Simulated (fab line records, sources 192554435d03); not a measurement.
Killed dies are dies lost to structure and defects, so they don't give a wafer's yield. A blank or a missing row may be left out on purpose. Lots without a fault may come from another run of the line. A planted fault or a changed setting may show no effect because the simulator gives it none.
Chamber matching | flow n5_finfet | N5_BEOL_M6_ETCH_65 on rie_diel-06: 4 sister chambers
The step etches SiARC in CF4, target depth 15.6 nm, time 26 s. 4 wafers are shown with their chamber, then 11 later ones without.

WAFERS WITH THEIR CHAMBER
wafer  | chamber | drypump_motor_current_A (A)
L085.5 | 0       | 6.4
L087.5 | 2       | 4.9
L087.6 | 3       | 6.4
L088.1 | 1       | 5.8

WAFERS WITHOUT THEIR CHAMBER
wafer  | drypump_motor_current_A (A)
L088.4 | 6.4
L088.5 | 6.4
L090.3 | 5.8
L090.4 | 6.4
L090.6 | 6.4
L094.2 | 6.4
L094.3 | 4.9
L094.6 | 4.9
L096.4 | 5.7
L096.5 | 4.9
L096.6 | 6.4

WHICH CHAMBER EACH WENT THROUGH
wafer  | from the rows above     | in truth
L088.4 | can't be placed: 0 or 3 | 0
L088.5 | can't be placed: 0 or 3 | 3
L090.3 | 1                       | 1
L090.4 | can't be placed: 0 or 3 | 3
L090.6 | can't be placed: 0 or 3 | 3
L094.2 | can't be placed: 0 or 3 | 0
L094.3 | 2                       | 2
L094.6 | 2                       | 2
L096.4 | 1                       | 1
L096.5 | 2                       | 2
L096.6 | can't be placed: 0 or 3 | 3
Placed correctly: 5 of 11. Can't be placed from these rows: 6 (the true chamber is among the candidates in 6). Placed wrongly: 0.
How it was worked out, from the rows above alone: a wafer's distance from a chamber is the root of the sum, over the readings, of the square of ((its reading less the chamber's mean) divided by the reading's scatter). The wafer belongs to the nearest chamber; if the next one is less than 2 further off, it can't be placed. A chamber's mean is the mean of its shown wafers. The scatter: with one shown wafer a chamber, the root of the mean of the squares of how far each hidden wafer lies from its nearest shown one.
